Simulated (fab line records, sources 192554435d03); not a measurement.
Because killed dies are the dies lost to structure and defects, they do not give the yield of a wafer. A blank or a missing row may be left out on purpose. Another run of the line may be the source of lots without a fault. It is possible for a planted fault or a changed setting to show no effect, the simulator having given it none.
Which tool did it? + flow n5 finfet + 14 lots, 42 wafers sampled, at 2 steps of a route of 1938

== WHAT EACH GAUGE READ, for each wafer ==
Not one reading of a measure or inspect step in the record can be checked against a usual standard deviation.

== WHICH TOOL RAN EACH LOT (tool, then ch and the chambers of the sampled wafers, then the start) ==
| lot  | N5_BEOL_M14_SPUTTER_45       | N5_PASSIVATION_PROBE_49 |
|------|------------------------------|-------------------------|
| L942 | pvd sputter-02, day 12 23:45 | -                       |
| L944 | pvd sputter-03, day 13 12:45 | -                       |
| L945 | pvd sputter-02, day 14 06:56 | prober-01, day 15 01:52 |
| L946 | pvd sputter-01, day 14 15:31 | -                       |
| L947 | pvd sputter-01, day 14 19:16 | -                       |
| L948 | pvd sputter-03, day 15 04:37 | -                       |
| L949 | pvd sputter-01, day 15 12:35 | -                       |
| L950 | pvd sputter-01, day 15 21:53 | prober-02, day 16 21:41 |
| L955 | pvd sputter-01, day 16 10:05 | prober-01, day 17 08:22 |
| L953 | pvd sputter-03, day 16 16:05 | -                       |
| L958 | pvd sputter-03, day 17 13:45 | -                       |
| L962 | pvd sputter-03, day 19 03:07 | -                       |
| L964 | pvd sputter-03, day 19 06:46 | prober-02, day 20 06:00 |
| L965 | pvd sputter-03, day 19 08:57 | -                       |
- N5_BEOL_M14_SPUTTER_45: material Cu, target thk 100 nm, time 16.67 s.
- N5_PASSIVATION_PROBE_49

== WHAT THE TOOLS THEMSELVES READ (means of the sampled wafers that have a number; where no wafer has one, the mark that the record gives instead) ==
N5_BEOL_M14_SPUTTER_45.
| lot  | tool           | chamber pressure pa (Pa) | throttle valve pct (%) |
|------|----------------|--------------------------|------------------------|
| L942 | pvd sputter-02 | 0.12972                  | 31.1                   |
| L944 | pvd sputter-03 | 0.13010                  | 29.3                   |
| L945 | pvd sputter-02 | 0.12980                  | 29.8                   |
| L946 | pvd sputter-01 | 0.13015                  | 30.3                   |
| L947 | pvd sputter-01 | 0.13016                  | 29.5                   |
| L948 | pvd sputter-03 | 0.12993                  | 29.4                   |
| L949 | pvd sputter-01 | 0.13004                  | 29.4                   |
| L950 | pvd sputter-01 | 0.13005                  | 28.8                   |
| L955 | pvd sputter-01 | 0.13017                  | 28.7                   |
| L953 | pvd sputter-03 | 0.12992                  | 29.4                   |
| L958 | pvd sputter-03 | 0.13006                  | 29.2                   |
| L962 | pvd sputter-03 | 0.13012                  | 30.0                   |
| L964 | pvd sputter-03 | 0.12990                  | 30.0                   |
| L965 | pvd sputter-03 | 0.13004                  | 29.3                   |

N5_PASSIVATION_PROBE_49.
| lot  | tool      | defect limited yield (%) | killed_at_M0_to_M3 | killed_at_M4_up | killed at contacts | killed at front end | killed at other | killed dies | killed open | killed short | sort_bin_5_function (%) | sort_bin_6_memory (%) | sort_bin_8_speed (%) | sort n pass | sort yield pct (%) |
|------|-----------|--------------------------|--------------------|-----------------|--------------------|---------------------|-----------------|-------------|-------------|--------------|-------------------------|-----------------------|----------------------|-------------|--------------------|
| L945 | prober-01 | 91.7                     | 33                 | 15              | 5                  | 39                  | 5.0             | 97          | 68          | 27           | 4.8                     | 3.1                   | 0.00                 | 1083        | 91.7               |
| L950 | prober-02 | 80.4                     | 34                 | 159             | 6                  | 30                  | 2.3             | 231         | 63          | 25           | 12.0                    | 4.2                   | 0.00                 | 949         | 80.4               |
| L955 | prober-01 | 80.7                     | 32                 | 156             | 7                  | 31                  | 2.7             | 228         | 56          | 29           | 12.4                    | 3.5                   | 0.00                 | 952         | 80.7               |
| L964 | prober-02 | 91.1                     | 31                 | 15              | 20                 | 34                  | 6.3             | 105         | 72          | 31           | 5.4                     | 3.3                   | 0.00                 | 1075        | 91.1               |

== THE ANSWER, worked out from the rows above alone ==
Rule: the lots themselves supply what counts as usual. Put in order of their means at a reading, lots are off if they are a third of the lots or fewer, leave a main group of 4 or more, and stand apart from it by a gap of 3 or more times the standard deviation of the main group's means; of several such gaps the widest counts. A main group whose means are all the same, to the digits that the tables above print for the reading, isn't used. A lot without any number at a reading at which 4 lots or more have one is off too. Any other lot the step has rows for is counted as sound. After the gauges, taken in route order, come the tools' own readings; for these a lot's mean is taken, as printed above. The first step at which some lot is off is used, and at that step the reading that is off furthest; a lot without a number counts as furthest.
No lot is off at any reading shown: from this, nothing can be told.

== WHAT THE SIMULATOR HAD PUT IN ==
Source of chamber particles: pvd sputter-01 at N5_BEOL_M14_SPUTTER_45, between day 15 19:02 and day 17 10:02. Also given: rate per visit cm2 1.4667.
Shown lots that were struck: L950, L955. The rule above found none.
